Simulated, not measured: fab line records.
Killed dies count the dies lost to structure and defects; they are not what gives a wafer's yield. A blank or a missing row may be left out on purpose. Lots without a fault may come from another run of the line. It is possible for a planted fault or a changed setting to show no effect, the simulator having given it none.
Chamber matching :: flow n5_finfet :: 4 sister chambers for N5_BEOL_M11_ETCH_66 on rie_diel-06
The step etches SOC in N2/H2, target depth 120 nm, overetch 24 nm, time 180 s. 8 wafers are shown with their chamber, then 12 later ones without.

WAFERS WITH THEIR CHAMBER
wafer: L081.2
chamber: 1
showerhead_plenum_p_Torr (Torr): 2.49
throttle_valve_pct (%): 17.57

wafer: L081.3
chamber: 0
showerhead_plenum_p_Torr (Torr): 2.40
throttle_valve_pct (%): 17.93

wafer: L087.2
chamber: 3
showerhead_plenum_p_Torr (Torr): 2.63
throttle_valve_pct (%): 17.80

wafer: L087.5
chamber: 2
showerhead_plenum_p_Torr (Torr): 2.65
throttle_valve_pct (%): 17.54

wafer: L087.6
chamber: 3
showerhead_plenum_p_Torr (Torr): 2.63
throttle_valve_pct (%): 17.79

wafer: L090.3
chamber: 2
showerhead_plenum_p_Torr (Torr): 2.64
throttle_valve_pct (%): 17.54

wafer: L090.4
chamber: 0
showerhead_plenum_p_Torr (Torr): 2.40
throttle_valve_pct (%): 17.95

wafer: L090.6
chamber: 1
showerhead_plenum_p_Torr (Torr): 2.48
throttle_valve_pct (%): 17.60

WAFERS WITHOUT THEIR CHAMBER
wafer: L093.1
showerhead_plenum_p_Torr (Torr): 2.48
throttle_valve_pct (%): 17.62

wafer: L093.3
showerhead_plenum_p_Torr (Torr): 2.40
throttle_valve_pct (%): 17.95

wafer: L093.4
showerhead_plenum_p_Torr (Torr): 2.64
throttle_valve_pct (%): 17.55

wafer: L095.2
showerhead_plenum_p_Torr (Torr): 2.62
throttle_valve_pct (%): 17.81

wafer: L095.3
showerhead_plenum_p_Torr (Torr): 2.64
throttle_valve_pct (%): 17.55

wafer: L095.5
showerhead_plenum_p_Torr (Torr): 2.48
throttle_valve_pct (%): 17.63

wafer: L094.1
showerhead_plenum_p_Torr (Torr): 2.62
throttle_valve_pct (%): 17.81

wafer: L094.5
showerhead_plenum_p_Torr (Torr): 2.62
throttle_valve_pct (%): 17.80

wafer: L094.6
showerhead_plenum_p_Torr (Torr): 2.40
throttle_valve_pct (%): 17.96

wafer: L096.1
showerhead_plenum_p_Torr (Torr): 2.39
throttle_valve_pct (%): 17.96

wafer: L096.2
showerhead_plenum_p_Torr (Torr): 2.62
throttle_valve_pct (%): 17.82

wafer: L096.5
showerhead_plenum_p_Torr (Torr): 2.64
throttle_valve_pct (%): 17.55

WHICH CHAMBER EACH WENT THROUGH
wafer: L093.1
from the rows above: 1
in truth: 1

wafer: L093.3
from the rows above: 0
in truth: 0

wafer: L093.4
from the rows above: 2
in truth: 2

wafer: L095.2
from the rows above: 3
in truth: 3

wafer: L095.3
from the rows above: 2
in truth: 2

wafer: L095.5
from the rows above: 1
in truth: 1

wafer: L094.1
from the rows above: 3
in truth: 3

wafer: L094.5
from the rows above: 3
in truth: 3

wafer: L094.6
from the rows above: 0
in truth: 0

wafer: L096.1
from the rows above: 0
in truth: 0

wafer: L096.2
from the rows above: 3
in truth: 3

wafer: L096.5
from the rows above: 2
in truth: 2
Correct placement for 12 of the 12. Left unplaced by these rows: 0. 0 placed wrongly.
How it was worked out, from the rows above alone: a wafer's distance from a chamber is the root of the sum, over the readings, of the square of ((its reading less the chamber's mean) divided by the reading's scatter). If the next closest chamber is less than 2 further off than the closest, the wafer can't be placed; otherwise it belongs to the closest. A chamber's mean is the mean of its shown wafers. The scatter: take each reading less its chamber's mean, square it, sum over the shown wafers, divide by the number of wafers less the number of chambers, and take the root.
